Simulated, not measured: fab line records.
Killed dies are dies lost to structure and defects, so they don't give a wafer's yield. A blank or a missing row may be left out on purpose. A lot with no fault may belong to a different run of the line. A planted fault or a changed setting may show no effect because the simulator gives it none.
Matching of chambers -- flow n5Finfet -- cmp-02 running N5_HKMG_FIN_CMP_94: 4 sister chambers
The step polishes, stops on SiNx, t overpolish 4.7 s, target thk 43.299 nm. 14 wafers are shown with their chamber, then 7 later ones without.

WAFERS, EACH WITH ITS CHAMBER
wafer,chamber,motorCurrentA (A),edgeZonePressureFrac,headPressurePsi (psi)
L404.3,2,12.7,0.996,4.010
L404.5,1,11.8,0.993,4.002
L404.6,2,12.1,0.997,4.010
L410.1,3,11.4,0.993,4.007
L410.4,1,11.1,1.007,4.001
L410.6,1,11.5,1.013,4.000
L415.2,1,11.0,1.004,3.988
L415.3,2,12.1,0.997,4.002
L415.6,1,11.3,1.000,3.994
L417.1,1,11.2,1.004,4.001
L417.2,2,12.0,1.004,3.999
L417.3,3,12.1,0.996,3.994
L423.1,3,11.5,0.992,4.004
L423.5,0,12.4,1.002,4.010

SIGNATURES (means of the wafers above)
reading,chamber 0,chamber 1,chamber 2,chamber 3,scatter within a chamber
motorCurrentA,12.400,11.317,12.225,11.667,0.32
edgeZonePressureFrac,1.00200,1.00350,0.99850,0.99367,0.00525
headPressurePsi,4.01000,3.99767,4.00525,4.00167,0.00584
Rule: distance of a wafer from a chamber = root of the sum over the readings of ((wafer's reading minus chamber's mean) / reading's scatter) squared. The wafer belongs to the nearest chamber; if the next one is less than 2 further off, it can't be placed. The scatter: take each reading less its chamber's mean, square it, sum over the shown wafers, divide by the number of wafers less the number of chambers, and take the root.

WAFERS WITH NO CHAMBER GIVEN
wafer,motorCurrentA (A),edgeZonePressureFrac,headPressurePsi (psi)
L423.6,11.6,1.011,3.996
L425.1,12.1,1.002,4.001
L425.3,11.5,1.002,3.988
L425.4,12.8,1.008,3.999
L426.2,12.0,0.995,4.001
L426.4,11.9,1.007,3.999
L426.5,11.7,0.998,3.995

EACH ONE'S CHAMBER
wafer,from the rows above,in truth
L423.6,can't be placed: 1 or 3 or 2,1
L425.1,can't be placed: 2 or 0 or 3 or 1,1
L425.3,can't be placed: 1 or 3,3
L425.4,can't be placed: 0 or 2 or 3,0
L426.2,can't be placed: 3 or 2 or 0 or 1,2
L426.4,can't be placed: 1 or 2 or 0 or 3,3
L426.5,can't be placed: 3 or 1 or 2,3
0 of 7 placed correctly. Unplaceable from these rows: 7, with the true chamber sitting among the candidates in 7. Placed wrongly: 0.
